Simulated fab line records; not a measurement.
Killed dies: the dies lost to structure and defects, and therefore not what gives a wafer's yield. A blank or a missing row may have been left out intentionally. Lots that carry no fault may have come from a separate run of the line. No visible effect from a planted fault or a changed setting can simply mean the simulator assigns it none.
Matching of chambers + flow nand_harc + rie_diel-01 running NHARC_A_BLC_DESCUM_15: 4 sister chambers
The step chemistry O2, time 3 s. 4 wafers are shown with their chamber, then 8 later ones without.

WAFERS WITH THEIR CHAMBER
| wafer  | chamber | drypump_motor_current_A (A) |
|--------|---------|-----------------------------|
| L076.5 | 0       | 5.3                         |
| L080.6 | 1       | 6.6                         |
| L083.6 | 3       | 5.9                         |
| L084.1 | 2       | 5.1                         |

WAFERS MISSING THEIR CHAMBER
| wafer  | drypump_motor_current_A (A) |
|--------|-----------------------------|
| L084.4 | 6.7                         |
| L084.5 | 5.1                         |
| L086.1 | 5.1                         |
| L086.2 | 6.6                         |
| L086.4 | 5.3                         |
| L096.1 | 6.6                         |
| L096.4 | 5.9                         |
| L096.6 | 5.0                         |

THE CHAMBER EACH PASSED THROUGH
| wafer  | from the rows above | in truth |
|--------|---------------------|----------|
| L084.4 | 1                   | 1        |
| L084.5 | 2                   | 2        |
| L086.1 | 2                   | 2        |
| L086.2 | 1                   | 1        |
| L086.4 | 0                   | 0        |
| L096.1 | 1                   | 1        |
| L096.4 | 3                   | 3        |
| L096.6 | 2                   | 2        |
Correct placement for 8 of the 8. Not placeable from these rows: 0. Number placed wrongly: 0.
How it was worked out, from the rows above alone: a wafer's distance from a chamber is the root of the sum, over the readings, of the square of ((its reading less the chamber's mean) divided by the reading's scatter). The wafer belongs to the nearest chamber; if the next one is less than 2 further off, it can't be placed. A chamber's mean is the mean of its shown wafers. The scatter: root of mean squared gap, hidden wafer to nearest shown wafer, with one shown wafer a chamber.
